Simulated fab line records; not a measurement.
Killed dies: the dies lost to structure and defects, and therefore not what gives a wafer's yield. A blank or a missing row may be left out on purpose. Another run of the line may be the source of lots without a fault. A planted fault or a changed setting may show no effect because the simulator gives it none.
Which tool did it? ; flow n5_finfet ; 12 lots, 36 wafers sampled, at 1 step of a route of 1938

## WHAT EACH GAUGE READ, for each wafer
N5_BEOL_M11_INSPECT_13: inspects for defects (brightfield).
lot;measured;on;raw_defect_count
L075;day 11 21:28;defect_inspect-01;440 440 411
L077;day 12 06:44;defect_inspect-01;381 354 418
L080;day 12 19:34;defect_inspect-01;366 322 358
L081;day 13 04:50;defect_inspect-01;429 336 339
L085;day 14 05:36;defect_inspect-02;410 564 677
L086;day 14 09:16;defect_inspect-01;474 507 413
L087;day 14 22:47;defect_inspect-02;374 487 409
L091;day 16 00:51;defect_inspect-01;480 327 457
L090;day 16 01:11;defect_inspect-01;595 628 462
L092;day 16 11:10;defect_inspect-02;348 385 337
L096;day 17 10:27;defect_inspect-01;487 403 468
L097;day 17 16:35;defect_inspect-01;393 413 440

## WHICH TOOL RAN EACH LOT (tool, then ch and the chambers of the sampled wafers, then the start)
No process step before these readings appears in the record.

## THE ANSWER, worked out from the rows above alone
Rule: the lots themselves supply what counts as usual. Put in order of their means at a reading, lots are off if they are a third of the lots or fewer, leave a main group of 4 or more, and stand apart from it by a gap of 3 or more times the standard deviation of the main group's means; of several such gaps the widest counts. Not used: any main group whose means are identical at the precision the tables above print for the reading. A lot without any number at a reading at which 4 lots or more have one is off too. All remaining lots with rows at the step are treated as sound.
No lot is off at any reading shown: from this, nothing can be told.

## WHAT WAS PUT IN BY THE SIMULATOR
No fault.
